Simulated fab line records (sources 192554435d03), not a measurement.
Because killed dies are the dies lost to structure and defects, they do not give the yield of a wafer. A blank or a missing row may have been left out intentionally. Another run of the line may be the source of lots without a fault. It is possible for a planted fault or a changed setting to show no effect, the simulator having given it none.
Matching of chambers | flow n5Finfet | N5_BEOL_M4_ILD_DEP_00 on pecvd-04 has 3 sister chambers
The step deposits SiOC from DEMS/O2, target thk 79 nm, time 15.3 s. 16 wafers are shown with their chamber, then 8 later ones without.

WAFERS PAIRED WITH THEIR CHAMBERS
wafer  | chamber | showerheadPlenumPTorr (Torr) | throttleValvePct (%) | heaterPowerW (W)
L076.1 | 1       | 5.730                        | 11.6                 | 419
L076.2 | 2       | 5.693                        | 12.4                 | 394
L076.5 | 0       | 5.680                        | 12.4                 | 413
L075.2 | 1       | 5.721                        | 12.0                 | 411
L075.3 | 2       | 5.693                        | 12.5                 | 417
L075.4 | 0       | 5.658                        | 12.2                 | 380
L077.1 | 0       | 5.683                        | 12.3                 | 468
L077.2 | 2       | 5.676                        | 12.2                 | 408
L077.3 | 1       | 5.714                        | 11.6                 | 384
L083.1 | 2       | 5.683                        | 12.7                 | 442
L083.2 | 1       | 5.727                        | 11.8                 | 405
L083.6 | 0       | 5.685                        | 12.0                 | 418
L086.3 | 2       | 5.677                        | 12.3                 | 361
L086.5 | 2       | 5.692                        | 12.4                 | 364
L086.6 | 1       | 5.711                        | 12.0                 | 391
L088.1 | 2       | 5.683                        | 12.4                 | 412

SIGNATURES, as means of the wafers listed above
reading               | chamber 0 | chamber 1 | chamber 2 | scatter within a chamber
showerheadPlenumPTorr | 5.67650   | 5.72060   | 5.68529   | 0.00905
throttleValvePct      | 12.225    | 11.800    | 12.414    | 0.175
heaterPowerW          | 419.75    | 402.00    | 399.71    | 27.6
Rule: a wafer lies at a distance from a chamber equal to the root of the sum of squares, over the readings, of (its reading less the chamber's mean, divided by the reading's scatter). If the next closest chamber is less than 2 further off than the closest, the wafer can't be placed; otherwise it belongs to the closest. The scatter: the root of (the sum of the squares of (reading less its chamber's mean) over the shown wafers, divided by (wafers less chambers)).

WAFERS WITHOUT THEIR CHAMBER
wafer  | showerheadPlenumPTorr (Torr) | throttleValvePct (%) | heaterPowerW (W)
L088.4 | 5.675                        | 12.2                 | 429
L088.5 | 5.686                        | 12.4                 | 423
L095.1 | 5.686                        | 12.2                 | 442
L095.3 | 5.668                        | 12.5                 | 439
L095.6 | 5.666                        | 12.4                 | 453
L096.2 | 5.693                        | 11.7                 | 414
L096.5 | 5.708                        | 11.6                 | 405
L096.6 | 5.677                        | 12.5                 | 374

THE CHAMBER EACH PASSED THROUGH
wafer  | from the rows above          | in truth
L088.4 | can't be placed: 0 or 2      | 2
L088.5 | can't be placed: 2 or 0      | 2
L095.1 | can't be placed: 0 or 2      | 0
L095.3 | can't be placed: 0 or 2      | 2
L095.6 | can't be placed: 0 or 2      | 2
L096.2 | can't be placed: 1 or 0 or 2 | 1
L096.5 | 1                            | 1
L096.6 | can't be placed: 2 or 0      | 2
Placed correctly: 1 of 8. Can't be placed from these rows: 7 (the true chamber is among the candidates in 7). Placed wrongly: 0.
